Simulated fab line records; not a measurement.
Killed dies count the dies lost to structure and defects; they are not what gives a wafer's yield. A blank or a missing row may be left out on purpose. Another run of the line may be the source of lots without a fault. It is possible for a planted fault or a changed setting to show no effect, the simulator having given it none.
Chamber matching ; flow n5Finfet ; rieDiel-01 running N5_BEOL_M5_ETCH_72: 4 sister chambers
The step etches underlayer in N2/H2, target depth 6.5 nm, time 5.2 s. 14 wafers are shown with their chamber, then 6 later ones without.

EACH WAFER AND ITS CHAMBER
wafer;chamber;showerheadPlenumPTorr (Torr);throttleValvePct (%);drypumpMotorCurrentA (A)
L694.4;2;2.52;18.3;5.8
L694.6;3;2.51;18.1;5.2
L693.1;1;2.64;17.9;5.5
L693.4;2;2.52;18.3;5.8
L695.2;0;2.57;17.9;5.3
L695.5;0;2.57;17.9;5.3
L697.1;1;2.64;17.9;5.5
L697.2;3;2.51;18.1;5.2
L697.6;0;2.57;17.9;5.3
L700.2;2;2.51;18.3;5.9
L700.5;0;2.57;17.9;5.3
L700.6;3;2.51;18.1;5.2
L711.1;1;2.62;18.0;5.5
L711.4;1;2.62;18.0;5.6

SIGNATURES, as means of the wafers listed above
reading;chamber 0;chamber 1;chamber 2;chamber 3;scatter within a chamber
showerheadPlenumPTorr;2.5700;2.6300;2.5167;2.5100;0.00683
throttleValvePct;17.900;17.950;18.300;18.100;0.0316
drypumpMotorCurrentA;5.300;5.525;5.833;5.200;0.0376
Rule: for each reading, subtract the chamber's mean from the wafer's reading, divide by that reading's scatter and square the result; add these up over the readings and take the root, which gives the wafer's distance from the chamber. If the next closest chamber is less than 2 further off than the closest, the wafer can't be placed; otherwise it belongs to the closest. The scatter: the root of (the sum of the squares of (reading less its chamber's mean) over the shown wafers, divided by (wafers less chambers)).

WAFERS WITHOUT THEIR CHAMBER
wafer;showerheadPlenumPTorr (Torr);throttleValvePct (%);drypumpMotorCurrentA (A)
L711.6;2.50;18.4;5.9
L713.2;2.56;17.9;5.3
L713.3;2.50;18.4;5.8
L713.5;2.62;18.0;5.5
L715.5;2.50;17.7;5.2
L715.6;2.62;18.0;5.5

WHICH CHAMBER EACH ONE RAN IN
wafer;from the rows above;in truth
L711.6;2;2
L713.2;0;0
L713.3;2;2
L713.5;1;1
L715.5;can't be placed: 0 or 3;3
L715.6;1;1
5 of 6 placed correctly. Cannot be placed on the basis of these rows: 1; the candidates contain the true chamber in 1. Wrongly placed: 0.
